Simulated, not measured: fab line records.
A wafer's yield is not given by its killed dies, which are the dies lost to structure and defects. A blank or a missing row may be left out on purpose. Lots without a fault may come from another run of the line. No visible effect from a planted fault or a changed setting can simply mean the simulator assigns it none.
fab line records	flow nand_harc
record: lots: 13	wafers: 39	last_day: 33
route steps=1302 shown A_STAIRCASE@849 THIN_TSV@1269 END@1302
lots with no fault: from the same line, run without faults
start_h: hours from the record's opening day to when the first of the lot's shown wafers began	wait_h: how many hours have passed since the lot's step before this one	" identical to the entry in the row above	L1.1+2: one row covering several wafers at once	- no value, or no start given	* or withheld: withheld	< > ~ a bound
route shown NAME@n: a module of which the file shows steps, and the number in the route of the first	usual: mean/standard deviation of fault-free wafers	same: alike in all rows	chamber/n: place in a boat	sites: the reading at each site	_std_site: standard deviation across them	_edge_site: outer sites' mean less inner sites'	radius_mm: for every site, how far away it sits from the centre of the wafer	mask NAME#n: copy n	behind: the most recent tool/chamber to have shaped the wafer	hold: why the lot was held/for how many hours/how that ended	device: the transistor (n, p or np) that didn't switch	end of line: the tests these same wafers got at the end of their route	step lacking rows: just its recipe	killed: count of dies lost to structure and defects at first sort (not the wafer's yield)	map: dies across one wafer; x = killed, . = not, _ = none there
set.NAME: the setting as run; set.NAME@STEP: as run at that earlier step	model.NAME: the simulator's own value behind a step, which no gauge read
a sample of lots followed through the steps of the route, with each step as a table and each wafer as a row
services: the hour from which a tool's chamber was out of use, counted from the record's first day as start_h (under 0 if before that day), plus the number of hours and why
== steps ==
step: NHARC_A_STAIRCASE_CVD_552
recipe: target_thk_a: 400	temp_c: 700	pressure_mtorr: 300	material: SiNx
usual: spike_tc_bottom_C: 721/3	spike_tc_top_C: 718.8/2.4	zone_power_top_pct: 22.0/2
lot.wafer	tool	chamber	start_h	wait_h	spike_tc_bottom_C	spike_tc_top_C	zone_power_top_pct
L193.2	lpcvd-01	1	395.88	-	722	715.9	18.8
L193.3	"	1	"	"	722	715.8	18.7
L193.5	"	1	"	"	720	714.9	18.3
L194.1	lpcvd-01	1	404.97	-	720	716.0	18.7
L194.2	"	1	"	"	721	716.4	18.8
L194.4	"	1	"	"	721	715.7	18.6
L195.1	lpcvd-02	0	412.81	-	719	719.9	22.6
L195.2	"	0	"	"	720	719.8	22.6
L195.6	"	0	"	"	720	718.9	22.6
L196.2	lpcvd-02	0	412.81	-	721	719.5	22.6
L196.5	"	0	"	"	720	721.4	23.0
L196.6	"	0	"	"	721	720.3	23.0
L198.1	lpcvd-01	0	437.54	-	726	717.2	23.4
L198.3	"	0	"	"	725	718.5	23.5
L198.6	"	0	"	"	724	718.2	23.5
L199.2	lpcvd-01	1	455.85	-	720	715.9	18.5
L199.3	"	1	"	"	721	713.6	18.3
L199.5	"	1	"	"	722	715.8	18.7
L200.3	lpcvd-01	1	473.48	-	721	715.9	18.9
L200.5	"	1	"	"	721	717.0	18.7
L200.6	"	1	"	"	721	715.4	18.6
L201.2	lpcvd-01	0	480.01	-	724	719.3	23.9
L201.3	"	0	"	"	724	717.1	23.6
L201.4	"	0	"	"	725	718.2	23.4
L202.2	lpcvd-01	0	489.28	-	725	718.3	23.4
L202.5	"	0	"	"	724	718.3	23.3
L202.6	"	0	"	"	726	719.0	23.4
L207.3	lpcvd-01	0	533.01	-	725	718.1	23.3
L207.5	"	0	"	"	725	716.1	22.9
L207.6	"	0	"	"	726	718.1	23.5
L212.1	lpcvd-02	1	585.94	-	717	721.6	23.0
L212.3	"	1	"	"	718	723.5	23.5
L212.4	"	1	"	"	717	721.8	22.5
L213.1	lpcvd-02	1	585.94	4.2	718	722.1	23.2
L213.2	"	1	"	"	718	721.2	22.9
L213.3	"	1	"	"	718	722.3	22.9
L216.2	lpcvd-01	0	634.48	-	726	718.4	23.0
L216.3	"	0	"	"	724	717.5	23.2
L216.5	"	0	"	"	726	719.0	23.5
step: NHARC_THIN_TSV_STRIP_62
recipe: power_w: 1500	temp_c: 250	time_s: 20	chemistry: N2/H2
usual: drypump_motor_current_A: 5.58/0.22	heater_power_w: 330/18
lot.wafer	tool	chamber	start_h	wait_h	drypump_motor_current_A	heater_power_w	rf_hours_counter_h
L193.2	plasma_asher-02	1	544.98	-	5.95	314	22
L193.3	"	1	"	"	5.94	321	-
L193.5	"	0	"	"	5.41	348	-
L196.2	plasma_asher-02	0	562.22	-	5.43	342	26
L196.5	"	0	"	"	5.43	353	-
L196.6	"	1	"	"	5.93	307	-
L194.2	plasma_asher-02	1	563.50	-	5.98	319	27
L194.1	"	0	"	"	5.40	341	27
L194.4	"	1	"	"	5.94	310	-
L195.1	plasma_asher-02	1	564.76	-	5.99	322	27
L195.2	"	0	"	"	5.41	349	27
L195.6	"	0	"	"	5.43	348	-
L198.1	plasma_asher-01	0	586.22	-	5.51	328	8
L198.3	"	0	"	"	5.49	326	-
L198.6	"	0	"	"	5.48	331	-
L199.2	plasma_asher-01	0	608.85	-	5.49	332	13
L199.3	"	1	"	"	5.47	344	-
L199.5	"	1	"	"	5.50	324	-
L200.3	plasma_asher-01	0	625.33	-	5.49	341	-
L200.5	"	0	"	"	5.51	327	-
L200.6	"	1	"	"	5.50	325	-
L202.2	plasma_asher-02	1	639.00	-	5.97	298	4
L202.5	"	1	"	"	5.95	302	-
L202.6	"	0	"	"	5.40	346	-
L201.2	plasma_asher-01	1	653.01	-	5.50	333	22
L201.3	"	1	"	"	5.51	326	-
L201.4	"	0	"	"	5.47	332	-
L213.1	plasma_asher-02	1	741.07	0.4	5.96	300	28
L213.2	"	0	"	"	5.39	345	28
L213.3	"	0	"	"	5.39	354	-
L212.1	plasma_asher-01	1	749.94	-	5.48	339	8
L212.3	"	1	"	"	5.49	347	-
L212.4	"	0	"	"	5.47	343	-
L216.2	plasma_asher-02	1	781.95	-	5.95	298	34
L216.3	"	1	"	"	5.95	300	-
L216.5	"	0	"	"	5.40	340	-
step: NHARC_THIN_TSV_PRE_CLEAN_50
recipe: time_s: 30	temp_c: 280	gas: H2/He
usual: heater_power_w: 445/42
lot.wafer	tool	chamber	start_h	wait_h	heater_power_w
L193.3	pvd_sputter-01	-	-	-	435
L193.2	"	-	"	"	571
L193.5	"	-	"	"	568
L196.2	pvd_sputter-01	-	-	-	440
L196.6	"	-	"	"	559
L196.5	"	-	"	"	442
L194.2	pvd_sputter-01	-	-	-	430
L194.4	"	-	"	"	565
L194.1	"	-	"	"	452
L195.1	pvd_sputter-02	-	-	-	450
L195.2	"	-	"	"	436
L195.6	"	-	"	"	462
L198.1	pvd_sputter-02	-	-	-	464
L198.3	"	-	"	"	448
L198.6	"	-	"	"	436
L199.3	pvd_sputter-01	-	-	-	432
L199.2	"	-	"	"	530
L199.5	"	-	"	"	539
L200.3	pvd_sputter-01	-	-	-	434
L200.6	"	-	"	"	436
L200.5	"	-	"	"	437
L202.2	pvd_sputter-03	-	-	-	442
L202.5	"	-	"	"	417
L202.6	"	-	"	"	400
L201.4	pvd_sputter-02	-	-	-	431
L201.3	"	-	"	"	458
L201.2	"	-	"	"	438
L213.3	pvd_sputter-02	-	-	-	460
L213.2	"	-	"	"	427
L213.1	"	-	"	"	469
L212.1	pvd_sputter-01	-	-	-	536
L212.3	"	-	"	"	452
L212.4	"	-	"	"	440
L216.2	pvd_sputter-01	-	-	-	458
L216.3	"	-	"	"	560
L216.5	"	-	"	"	450
step: NHARC_THIN_TSV_ANNEAL_52
recipe: temp_c: 225	time_s: 90
usual: wafer_temp_C_max: 226.07/0.27
lot.wafer	tool	chamber	start_h	wait_h	wafer_temp_C_max
L193.2	rtp_anneal-02	0	546.37	0.6	225.91
L193.3	"	0	"	"	225.68
L193.5	"	0	"	"	225.95
L196.2	rtp_anneal-01	0	563.62	0.6	226.79
L196.5	"	0	"	"	225.99
L196.6	"	0	"	"	226.01
L194.1	rtp_anneal-02	0	565.32	0.6	225.95
L194.2	"	0	"	"	225.96
L194.4	"	0	"	"	225.97
L195.1	rtp_anneal-01	0	566.11	0.5	225.94
L195.2	"	0	"	"	225.87
L195.6	"	0	"	"	226.08
L198.1	rtp_anneal-02	0	587.65	0.7	225.89
L198.3	"	0	"	"	226.32
L198.6	"	0	"	"	225.83
L199.2	rtp_anneal-01	0	610.24	0.6	226.01
L199.3	"	0	"	"	226.04
L199.5	"	0	"	"	225.67
L200.3	rtp_anneal-01	0	626.75	0.5	226.17
L200.5	"	0	"	"	226.23
L200.6	"	0	"	"	226.12
L202.2	rtp_anneal-01	0	640.54	0.7	225.86
L202.5	"	0	"	"	226.17
L202.6	"	0	"	"	226.29
L201.2	rtp_anneal-02	0	654.41	0.7	226.39
L201.3	"	0	"	"	226.31
L201.4	"	0	"	"	226.07
L213.1	rtp_anneal-02	0	742.42	0.5	225.73
L213.2	"	0	"	"	226.25
L213.3	"	0	"	"	225.91
L212.1	rtp_anneal-01	0	751.30	0.6	226.68
L212.3	"	0	"	"	226.20
L212.4	"	0	"	"	225.82
L216.2	rtp_anneal-01	0	783.34	0.6	226.08
L216.3	"	0	"	"	225.95
L216.5	"	0	"	"	226.50
step: NHARC_END_SORT_01
recipe: temp_c: 25
usual: killed_at_array: 64/16	killed_at_other: 1.0/1.1	killed_at_periphery: 3.5/2.3	killed_dies: 69/17	killed_open: 3.2/1.6	killed_short: 2.4/1.6
same: gross_dies: 677
lot.wafer	tool	chamber	start_h	wait_h	killed_at_array	killed_at_other	killed_at_periphery	killed_dies	killed_open	killed_short
L193.2	prober-01	0	559.23	2.8	88	0	6	94	3	7
L193.3	prober-01	0	560.03	3.1	73	2	5	80	2	3
L193.5	prober-01	0	561.65	3.7	71	1	6	78	1	2
L195.1	prober-02	0	575.75	2.5	46	1	4	51	2	5
L195.2	prober-02	0	576.55	2.8	40	1	1	42	2	2
L195.6	prober-02	0	579.76	4.0	40	1	2	43	0	3
L194.1	prober-01	0	575.84	2.5	77	1	8	86	5	3
L194.2	prober-01	0	576.64	2.8	100	2	8	110	3	3
L194.4	prober-01	0	578.24	3.4	88	0	5	93	2	2
L196.2	prober-02	0	584.34	2.8	54	2	4	60	4	2
L196.5	prober-02	0	586.75	3.7	66	0	3	69	6	0
L196.6	prober-02	0	587.55	4.0	51	0	0	51	1	2
L198.1	prober-02	0	601.31	2.5	83	3	2	88	5	3
L198.3	prober-02	0	602.91	3.1	75	3	2	80	3	2
L198.6	prober-02	0	605.31	4.0	88	4	6	98	2	5
L199.2	prober-01	0	621.88	2.8	71	1	2	74	5	1
L199.3	prober-01	0	622.69	3.1	74	0	2	76	6	2
L199.5	prober-01	0	624.31	3.7	78	0	2	80	4	3
L200.3	prober-02	0	639.35	3.1	50	0	1	51	4	0
L200.5	prober-02	0	640.96	3.7	51	0	3	54	2	4
L200.6	prober-02	0	641.76	4.0	62	0	2	64	2	3
L202.2	prober-01	0	652.20	2.8	61	1	5	67	2	3
L202.5	prober-01	0	654.60	3.7	63	2	4	69	0	0
L202.6	prober-01	0	655.40	4.0	58	0	4	62	2	2
L201.2	prober-01	0	664.88	2.8	64	1	3	68	5	1
L201.3	prober-01	0	665.66	3.1	62	0	2	64	4	2
L201.4	prober-01	0	666.45	3.4	50	3	2	55	4	0
L207.3	prober-02	0	708.60	3.1	667	1	9	677	3	2
L207.5	prober-02	0	710.18	3.7	669	0	8	677	4	3
L207.6	prober-02	0	710.97	4.0	667	0	10	677	5	4
L213.1	prober-02	0	751.85	2.5	67	0	2	69	2	3
L213.2	prober-02	0	752.64	2.8	84	1	3	88	2	2
L213.3	prober-02	0	753.43	3.1	71	2	6	79	5	1
L212.1	prober-01	0	762.39	2.5	69	0	1	70	2	2
L212.3	prober-01	0	763.97	3.1	54	0	1	55	4	3
L212.4	prober-01	0	764.76	3.4	62	1	3	66	6	5
L216.2	prober-02	0	795.59	2.8	54	0	3	57	6	6
L216.3	prober-02	0	796.38	3.1	56	0	4	60	5	3
L216.5	prober-02	0	797.94	3.6	45	0	3	48	6	1
killed by level:class
L193.2 A_CHANNEL_HOLE_D2:chamber_film_flake=41 A_SLIT:chamber_film_flake=20 A_CONTACT:chamber_film_flake=10 A_CHANNEL_FILL_D2:chamber_film_flake=6 A_WL_FILL:geometric_particle:short=3 P_STI:chamber_film_flake=3 A_STAIRCASE:chamber_film_flake=3 P_M0:geometric_particle:open=1
L193.3 A_CHANNEL_HOLE_D2:chamber_film_flake=32 A_SLIT:chamber_film_flake=23 A_CONTACT:chamber_film_flake=6 A_STAIRCASE:chamber_film_flake=5 P_STI:chamber_film_flake=3 A_CHANNEL_FILL_D1:chamber_film_flake=2 THIN_TSV:chamber_film_flake=2 P_CONTACT:geometric_particle:short=1
L193.5 A_CHANNEL_HOLE_D2:chamber_film_flake=30 A_SLIT:chamber_film_flake=19 A_CONTACT:chamber_film_flake=12 A_STAIRCASE:chamber_film_flake=7 P_STI:chamber_film_flake=3 P_M1:geometric_particle:short=1 A_ONON_D2:geometric_particle:open=1 A_CHANNEL_HOLE_D2:geometric_particle:short=1
L195.1 A_CHANNEL_HOLE_D2:chamber_film_flake=33 A_CONTACT:chamber_film_flake=4 A_STAIRCASE:chamber_film_flake=3 A_WL_FILL:geometric_particle:short=2 P_M0:geometric_particle:short=1 P_M1:geometric_particle:open=1 P_M1:geometric_particle:short=1 A_ONON_D1:geometric_particle:open=1
L194.1 A_CHANNEL_HOLE_D2:chamber_film_flake=29 A_SLIT:chamber_film_flake=22 A_CHANNEL_HOLE_D1:chamber_film_flake=19 P_GATE:chamber_film_flake=4 A_ONON_D2:geometric_particle:short=2 P_M0:chamber_film_flake=2 P_GATE:geometric_particle:open=1 P_M0:geometric_particle:open=1
L195.2 A_CHANNEL_HOLE_D2:chamber_film_flake=31 A_CHANNEL_HOLE_D1:chamber_film_flake=3 A_CONTACT:geometric_particle:open=2 A_STAIRCASE:chamber_film_flake=2 A_CHANNEL_FILL_D1:geometric_particle:short=1 A_CONTACT:geometric_particle:short=1 P_STI:chamber_film_flake=1 THIN_TSV:chamber_film_flake=1
L194.2 A_CHANNEL_HOLE_D1:chamber_film_flake=33 A_SLIT:chamber_film_flake=33 A_CHANNEL_HOLE_D2:chamber_film_flake=20 P_GATE:chamber_film_flake=5 A_STAIRCASE:chamber_film_flake=5 A_DECK1_JOINT:chamber_film_flake=3 THIN_TSV:chamber_film_flake=2 P_CONTACT:geometric_particle:open=1
L194.4 A_SLIT:chamber_film_flake=32 A_CHANNEL_HOLE_D1:chamber_film_flake=27 A_CHANNEL_HOLE_D2:chamber_film_flake=21 P_GATE:chamber_film_flake=5 A_DECK1_JOINT:chamber_film_flake=3 A_CHANNEL_HOLE_D1:geometric_particle:open=1 A_CHANNEL_HOLE_D1:geometric_particle:short=1 A_M0:geometric_particle:open=1
L195.6 A_CHANNEL_HOLE_D2:chamber_film_flake=25 A_STAIRCASE:chamber_film_flake=5 A_CHANNEL_FILL_D1:geometric_particle:short=2 A_ZERO_WELL:chamber_film_flake=2 A_CHANNEL_HOLE_D1:chamber_film_flake=2 A_CHANNEL_FILL_D1:chamber_film_flake=2 A_CONTACT:chamber_film_flake=2 P_CONTACT:geometric_particle:short=1
L196.2 A_CHANNEL_HOLE_D1:chamber_film_flake=29 A_CHANNEL_HOLE_D2:chamber_film_flake=16 A_DECK1_JOINT:chamber_film_flake=2 A_CHANNEL_FILL_D2:chamber_film_flake=2 A_M1:chamber_film_flake=2 P_GATE:geometric_particle:open=1 P_CONTACT:geometric_particle:short=1 P_M1:geometric_particle:short=1
L196.5 A_CHANNEL_HOLE_D1:chamber_film_flake=36 A_CHANNEL_HOLE_D2:chamber_film_flake=13 A_M1:geometric_particle:open=3 A_ZERO_WELL:chamber_film_flake=2 A_DECK1_JOINT:chamber_film_flake=2 A_CHANNEL_FILL_D2:chamber_film_flake=2 A_CONTACT:chamber_film_flake=2 A_BONDPAD:chamber_film_flake=2
L196.6 A_CHANNEL_HOLE_D1:chamber_film_flake=29 A_CHANNEL_HOLE_D2:chamber_film_flake=8 A_STAIRCASE:chamber_film_flake=3 A_WL_FILL:chamber_film_flake=3 A_ONON_D1:geometric_particle:short=1 A_ONON_D2:geometric_particle:short=1 A_ONON_D2:geometric_particle:open=1 A_ZERO_WELL:chamber_film_flake=1
L198.1 A_CHANNEL_HOLE_D1:chamber_film_flake=33 A_SLIT:chamber_film_flake=28 A_CHANNEL_HOLE_D2:chamber_film_flake=12 THIN_TSV:chamber_film_flake=3 A_M0:geometric_particle:open=2 A_CHANNEL_FILL_D2:chamber_film_flake=2 P_STI:geometric_particle:open=1 P_GATE:geometric_particle:open=1
L198.3 A_CHANNEL_HOLE_D1:chamber_film_flake=36 A_SLIT:chamber_film_flake=23 A_CHANNEL_HOLE_D2:chamber_film_flake=5 A_CONTACT:chamber_film_flake=4 THIN_TSV:chamber_film_flake=3 A_STAIRCASE:chamber_film_flake=2 A_CHANNEL_FILL_D2:geometric_particle:short=1 A_CHANNEL_FILL_D2:geometric_particle:open=1
L198.6 A_SLIT:chamber_film_flake=33 A_CHANNEL_HOLE_D1:chamber_film_flake=32 A_CHANNEL_HOLE_D2:chamber_film_flake=8 THIN_TSV:chamber_film_flake=4 P_STI:chamber_film_flake=3 A_WL_FILL:geometric_particle:open=2 A_STAIRCASE:chamber_film_flake=2 A_CONTACT:chamber_film_flake=2
L199.2 A_CHANNEL_HOLE_D2:chamber_film_flake=30 A_SLIT:chamber_film_flake=24 A_STAIRCASE:chamber_film_flake=5 A_CHANNEL_HOLE_D1:chamber_film_flake=4 A_M0:geometric_particle:open=3 A_WL_FILL:chamber_film_flake=2 P_GATE:geometric_particle:open=1 P_CONTACT:geometric_particle:open=1
L199.3 A_CHANNEL_HOLE_D2:chamber_film_flake=34 A_SLIT:chamber_film_flake=24 A_M0:geometric_particle:open=2 A_STAIRCASE:chamber_film_flake=2 A_CHANNEL_HOLE_D1:chamber_film_flake=2 A_DECK1_JOINT:chamber_film_flake=2 P_M0:geometric_particle:open=1 P_M1:geometric_particle:open=1
L199.5 A_CHANNEL_HOLE_D2:chamber_film_flake=36 A_SLIT:chamber_film_flake=22 A_CHANNEL_HOLE_D1:chamber_film_flake=9 A_CONTACT:chamber_film_flake=2 P_M0:geometric_particle:open=1 P_M0:geometric_particle:short=1 A_ONON_D2:geometric_particle:open=1 A_CHANNEL_FILL_D2:geometric_particle:short=1
L200.3 A_CHANNEL_HOLE_D2:chamber_film_flake=33 A_STAIRCASE:chamber_film_flake=5 A_CONTACT:chamber_film_flake=4 A_CHANNEL_HOLE_D1:chamber_film_flake=3 P_CONTACT:geometric_particle:open=1 A_SOURCE_PLATE:geometric_particle:open=1 A_ONON_D1:geometric_particle:open=1 A_BLC:geometric_particle:open=1
L200.5 A_CHANNEL_HOLE_D2:chamber_film_flake=30 A_CHANNEL_HOLE_D1:chamber_film_flake=6 P_M2:chamber_film_flake=3 A_STAIRCASE:chamber_film_flake=3 A_ONON_D2:geometric_particle:short=2 A_SLIT:chamber_film_flake=2 A_CONTACT:chamber_film_flake=2 A_SOURCE_PLATE:geometric_particle:open=1
L200.6 A_CHANNEL_HOLE_D2:chamber_film_flake=37 A_STAIRCASE:chamber_film_flake=7 A_CHANNEL_HOLE_D1:chamber_film_flake=5 A_CONTACT:chamber_film_flake=4 A_ZERO_WELL:chamber_film_flake=2 A_SLIT:chamber_film_flake=2 P_CONTACT:geometric_particle:short=1 A_ONON_D1:geometric_particle:short=1
L202.2 A_SLIT:chamber_film_flake=31 A_CHANNEL_HOLE_D2:chamber_film_flake=17 A_CONTACT:chamber_film_flake=4 P_M2:chamber_film_flake=3 A_CHANNEL_HOLE_D1:chamber_film_flake=3 A_CHANNEL_HOLE_D1:geometric_particle:short=2 P_CONTACT:geometric_particle:open=1 P_M0:geometric_particle:short=1
L202.5 A_SLIT:chamber_film_flake=31 A_CHANNEL_HOLE_D2:chamber_film_flake=13 A_CHANNEL_HOLE_D1:chamber_film_flake=9 A_CONTACT:chamber_film_flake=9 P_M2:chamber_film_flake=4 THIN_TSV:chamber_film_flake=2 A_M1:chamber_film_flake=1
L202.6 A_SLIT:chamber_film_flake=30 A_CHANNEL_HOLE_D2:chamber_film_flake=11 A_CHANNEL_HOLE_D1:chamber_film_flake=7 A_CONTACT:chamber_film_flake=5 P_M2:chamber_film_flake=4 A_CHANNEL_HOLE_D1:geometric_particle:open=1 A_SGD_CUT:geometric_particle:open=1 A_WL_FILL:geometric_particle:short=1
L201.2 A_CHANNEL_HOLE_D1:chamber_film_flake=34 A_CHANNEL_HOLE_D2:chamber_film_flake=18 A_CHANNEL_FILL_D1:chamber_film_flake=3 P_M2:chamber_film_flake=2 A_CONTACT:chamber_film_flake=2 P_CONTACT:geometric_particle:open=1 A_CHANNEL_FILL_D1:geometric_particle:short=1 A_CHANNEL_HOLE_D2:geometric_particle:open=1
L201.3 A_CHANNEL_HOLE_D1:chamber_film_flake=33 A_CHANNEL_HOLE_D2:chamber_film_flake=19 A_CHANNEL_FILL_D2:geometric_particle:short=2 A_SGD_CUT:geometric_particle:open=2 P_CONTACT:geometric_particle:open=1 A_WL_FILL:geometric_particle:open=1 P_STI:chamber_film_flake=1 A_ZERO_WELL:chamber_film_flake=1
L201.4 A_CHANNEL_HOLE_D1:chamber_film_flake=27 A_CHANNEL_HOLE_D2:chamber_film_flake=13 A_SLIT:chamber_film_flake=3 THIN_TSV:chamber_film_flake=3 A_ZERO_WELL:chamber_film_flake=2 P_CONTACT:geometric_particle:open=1 A_SGD_CUT:geometric_particle:open=1 A_M0:geometric_particle:open=1
L207.3 A_STAIRCASE:area_cvd=620 A_CHANNEL_HOLE_D2:chamber_film_flake=20 A_CHANNEL_HOLE_D1:chamber_film_flake=13 A_SLIT:chamber_film_flake=6 P_M0:chamber_film_flake=4 P_BONDPAD:chamber_film_flake=2 A_STAIRCASE:chamber_film_flake=2 P_STI:geometric_particle:open=1
L207.5 A_STAIRCASE:area_cvd=629 A_CHANNEL_HOLE_D2:chamber_film_flake=18 A_CHANNEL_HOLE_D1:chamber_film_flake=9 A_STAIRCASE:chamber_film_flake=4 A_SLIT:chamber_film_flake=3 P_GATE:geometric_particle:open=2 P_M0:chamber_film_flake=2 P_BONDPAD:chamber_film_flake=2
L207.6 A_STAIRCASE:area_cvd=619 A_CHANNEL_HOLE_D2:chamber_film_flake=22 A_CHANNEL_HOLE_D1:chamber_film_flake=10 P_BONDPAD:chamber_film_flake=5 A_STAIRCASE:chamber_film_flake=4 A_WL_FILL:geometric_particle:open=3 P_M0:chamber_film_flake=3 A_SLIT:chamber_film_flake=2
L213.1 A_SLIT:chamber_film_flake=34 A_CHANNEL_HOLE_D1:chamber_film_flake=23 A_ZERO_WELL:chamber_film_flake=3 A_CHANNEL_FILL_D2:geometric_particle:open=2 P_M1:geometric_particle:short=1 A_CHANNEL_FILL_D1:geometric_particle:short=1 A_DECK1_JOINT:geometric_particle:short=1 P_GATE:chamber_film_flake=1
L213.2 A_SLIT:chamber_film_flake=40 A_CHANNEL_HOLE_D1:chamber_film_flake=29 A_ZERO_WELL:chamber_film_flake=4 A_DECK1_JOINT:chamber_film_flake=3 P_GATE:chamber_film_flake=2 A_CHANNEL_FILL_D1:chamber_film_flake=2 P_M0:geometric_particle:open=1 A_CHANNEL_FILL_D1:geometric_particle:open=1
L213.3 A_CHANNEL_HOLE_D1:chamber_film_flake=29 A_SLIT:chamber_film_flake=29 P_STI:chamber_film_flake=2 P_GATE:chamber_film_flake=2 A_ZERO_WELL:chamber_film_flake=2 A_CHANNEL_FILL_D1:chamber_film_flake=2 A_STAIRCASE:chamber_film_flake=2 THIN_TSV:chamber_film_flake=2
L212.1 A_CHANNEL_HOLE_D2:chamber_film_flake=23 A_CHANNEL_HOLE_D1:chamber_film_flake=19 A_CONTACT:chamber_film_flake=6 A_SLIT:chamber_film_flake=4 A_STAIRCASE:chamber_film_flake=4 A_CHANNEL_FILL_D2:chamber_film_flake=3 A_WL_FILL:chamber_film_flake=3 A_BLC:geometric_particle:open=2
L212.3 A_CHANNEL_HOLE_D2:chamber_film_flake=20 A_SLIT:chamber_film_flake=7 A_STAIRCASE:chamber_film_flake=6 A_CHANNEL_HOLE_D1:chamber_film_flake=5 A_DECK1_JOINT:geometric_particle:short=2 A_M0:geometric_particle:open=2 A_ZERO_WELL:chamber_film_flake=2 A_CHANNEL_FILL_D2:chamber_film_flake=2
L212.4 A_CHANNEL_HOLE_D2:chamber_film_flake=19 A_CHANNEL_HOLE_D1:chamber_film_flake=11 A_SLIT:chamber_film_flake=7 A_STAIRCASE:chamber_film_flake=6 A_CHANNEL_FILL_D2:chamber_film_flake=4 A_CHANNEL_FILL_D1:geometric_particle:open=2 A_WL_FILL:chamber_film_flake=2 A_CONTACT:chamber_film_flake=2
L216.2 A_CHANNEL_HOLE_D2:chamber_film_flake=27 A_SLIT:chamber_film_flake=8 A_CONTACT:chamber_film_flake=3 A_ONON_D2:geometric_particle:short=2 A_CHANNEL_FILL_D2:geometric_particle:short=2 A_BLC:geometric_particle:open=2 A_M0:geometric_particle:open=2 P_BONDPAD:chamber_film_flake=2
L216.3 A_CHANNEL_HOLE_D2:chamber_film_flake=30 A_CONTACT:chamber_film_flake=6 A_SLIT:chamber_film_flake=6 A_CHANNEL_HOLE_D1:chamber_film_flake=5 A_CHANNEL_FILL_D2:geometric_particle:open=2 A_STAIRCASE:chamber_film_flake=2 P_STI:geometric_particle:short=1 P_GATE:geometric_particle:open=1
L216.5 A_CHANNEL_HOLE_D2:chamber_film_flake=32 A_CHANNEL_HOLE_D1:chamber_film_flake=2 A_STAIRCASE:chamber_film_flake=2 A_SLIT:chamber_film_flake=2 P_GATE:geometric_particle:open=1 P_CONTACT:geometric_particle:open=1 A_SOURCE_PLATE:geometric_particle:short=1 A_ONON_D1:geometric_particle:open=1
== services ==
tool	chamber	start_h	hours	kind
rtp_anneal-01	-	372.00	12.0	pm
plasma_asher-01	-	376.97	1.6	repair
lpcvd-02	-	386.76	26.0	pm
pvd_sputter-01	-	394.95	2.1	repair
pvd_sputter-01	-	404.00	10.0	pm
plasma_asher-02	-	431.22	9.0	pm
pvd_sputter-02	-	460.00	10.0	pm
pvd_sputter-02	-	494.72	5.1	repair
pvd_sputter-01	-	516.14	1.1	repair
plasma_asher-01	-	519.14	9.0	pm
plasma_asher-01	-	559.61	12.9	repair
plasma_asher-02	-	572.09	6.4	repair
pvd_sputter-01	-	582.00	10.0	pm
plasma_asher-02	-	608.22	9.0	pm
pvd_sputter-01	-	626.33	3.5	repair
pvd_sputter-02	-	638.00	10.0	pm
pvd_sputter-01	-	642.65	4.3	repair
pvd_sputter-01	-	656.88	5.1	repair
plasma_asher-01	-	696.14	9.0	pm
pvd_sputter-01	-	701.68	6.0	repair
rtp_anneal-02	-	744.30	12.0	pm
plasma_asher-02	-	749.78	8.1	repair
pvd_sputter-01	-	760.00	10.0	pm
lpcvd-01	-	772.00	26.0	pm
== key ==
first_sign: step: NHARC_END_SORT_01	reading: killed_at_array	direction: up	sigmas: 37	usual: 64	struck: 668
effect: step: NHARC_END_SORT_01	reading: killed_dies	direction: up	sigmas: 37	usual: 69	struck: 677
more_kills_born_at: NHARC_A_STAIRCASE_CVD_552@lpcvd-01: 1868
met_at NHARC_A_STAIRCASE_CVD_552
struck_lots L207
struck_wafers L207.3,L207.5,L207.6
later_rows_left_out L207.3,L207.5,L207.6
tester_left_out L207
not_acting_at NHARC_THIN_TSV_STRIP_62,NHARC_THIN_TSV_PRE_CLEAN_50,NHARC_THIN_TSV_ANNEAL_52
onset_between 489.28 533.01
fault: kind: process_parameter_drift	tool: lpcvd-01	chamber: 0	onset_h: 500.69	steps: NHARC_A_STAIRCASE_CVD_552	channel: target_thk_a	offset: *	shape: step	end_h: 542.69	acts_in: *	stated: *
tester_left_out: of these lots the tester's yield and bins aren't shown, on N5 and GAA mostly nor the transistor test; their killed dies are dies lost to structure and defects alone, not to doping, threshold or leakage, so they don't give the yield
later_rows_left_out: the simulator's readings of these wafers behind a module that went badly wrong aren't trusted and aren't shown, but for the sort
